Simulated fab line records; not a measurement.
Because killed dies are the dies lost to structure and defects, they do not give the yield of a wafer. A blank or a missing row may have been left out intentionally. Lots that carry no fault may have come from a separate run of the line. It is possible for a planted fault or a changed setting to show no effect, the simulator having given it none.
Split-lot trial + flow n5 finfet + 21 wafers read across 7 lots, on a route 1938 steps long

== THE SPLIT ITSELF ==
At N5_BEOL_M0_TRENCH_ETCH_107 (etches SiOC in C4F6/O2, target depth 32.8 nm, time 16.4 s), the setting target depth a was moved away from the recipe's 328 angstrom on 7 of the 21 wafers read, by -12.0% to -3.7%. This setting was run at the recipe's value on the other wafers.

== FROM SPLIT TO READING: 1 step shown by the file between the two ==
- N5_BEOL_M0_STRIP_142: strips in N2/H2, time 10 s

== THE READING ==
trench depth nm, in nm, at N5_BEOL_M0_OCD_MEAS_108. Fault-free wafers of this fab line usually give 32.6 nm, standard deviation 0.81 nm.

| wafer  | tool, chamber at the split | target depth a as run, angstrom | against the recipe | trench depth nm, nm | against lot-mates on the recipe |
|--------|----------------------------|---------------------------------|--------------------|---------------------|---------------------------------|
| L076.2 | rie diel-04, 2             | 328                             | recipe             | 32.9                | -                               |
| L076.5 | rie diel-04, 3             | 328                             | recipe             | 32.9                | -                               |
| L076.6 | rie diel-04, 2             | 299.2                           | -8.8%              | 30.0                | -2.9                            |
| L077.1 | rie diel-01, 2             | 328                             | recipe             | 32.8                | -                               |
| L077.3 | rie diel-01, 1             | 328                             | recipe             | 32.2                | -                               |
| L077.5 | rie diel-01, 1             | 303.2                           | -7.6%              | 29.3                | -3.2                            |
| L083.3 | rie diel-01, 0             | 328                             | recipe             | 32.8                | -                               |
| L083.5 | rie diel-01, 0             | 315.9                           | -3.7%              | 31.1                | -1.9                            |
| L083.6 | rie diel-01, 3             | 328                             | recipe             | 33.2                | -                               |
| L084.2 | rie diel-01, 2             | 328                             | recipe             | 33.0                | -                               |
| L084.5 | rie diel-01, 3,0           | 288.6                           | -12.0%             | 29.5                | -3.5                            |
| L084.6 | rie diel-01, 3,0           | 288.6                           | -12.0%             | 28.4                | -4.6                            |
| L088.4 | rie diel-04, 0             | 328                             | recipe             | 32.2                | -                               |
| L088.5 | rie diel-04, 0             | 305                             | -7.0%              | 29.0                | -3.2                            |
| L088.6 | rie diel-04, 1             | 305                             | -7.0%              | 30.1                | -2.1                            |
| L095.2 | rie diel-04, 0             | 328                             | recipe             | 31.2                | -                               |
| L095.5 | rie diel-04, 1             | 328                             | recipe             | 32.6                | -                               |
| L095.6 | rie diel-04, 0             | 328                             | recipe             | 31.5                | -                               |
| L097.3 | rie diel-04, 3             | 328                             | recipe             | 33.9                | -                               |
| L097.4 | rie diel-04, 0             | 328                             | recipe             | 31.6                | -                               |
| L097.5 | rie diel-04, 1             | 328                             | recipe             | 32.7                | -                               |
Rows listing several chambers each stand for several wafers; the file does not say which wafer went through which chamber.

THE FIT
A straight line over all 21 wafers: trench depth nm changes by +0.331 nm for each +1% of target depth a; r = +0.90; the points scatter about the line by 0.72 nm.
The same after taking each lot's own level away (the mean of its wafers on the recipe; 21 wafers): +0.353 nm for each +1%; r = +0.94; scatter 0.56 nm.
According to that fit, moving target depth a by its largest amount changes the reading by 4.2 nm.
The span of the lots' own levels, 31.77 to 33.00 nm, comes to 1.5 times the standard deviation stated above.
The two slopes are in agreement: the lot-to-lot level therefore moves the slope only a little.
Check: -4.58 nm against its lot-mates is what the line predicts for one of the wafers moved furthest among these (-12.0%) when that wafer is left out of the fit. Against them it came out at -3.5 nm.

== THE WHOLE CHAIN: every reading that the file lists as answering this split, in the file's order ==
| step                       | what it does                                              | reading                                                                   | change (the file's fit)               | r (the file's) |
|----------------------------|-----------------------------------------------------------|---------------------------------------------------------------------------|---------------------------------------|----------------|
| N5_BEOL_M0_TRENCH_ETCH_107 | etches SiOC in C4F6/O2, target depth 32.8 nm, time 16.4 s | BEOL_M0.feature depth nm (the simulator's own value, which no gauge read) | +0.35 nm for each +1% of the setting  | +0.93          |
| N5_BEOL_M0_OCD_MEAS_108    |                                                           | trench depth nm                                                           | +0.364 nm for each +1% of the setting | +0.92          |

== THE FILE'S OWN FIT ==
trench depth nm changes by +0.364 nm for each +1% of target depth a, r = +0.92.
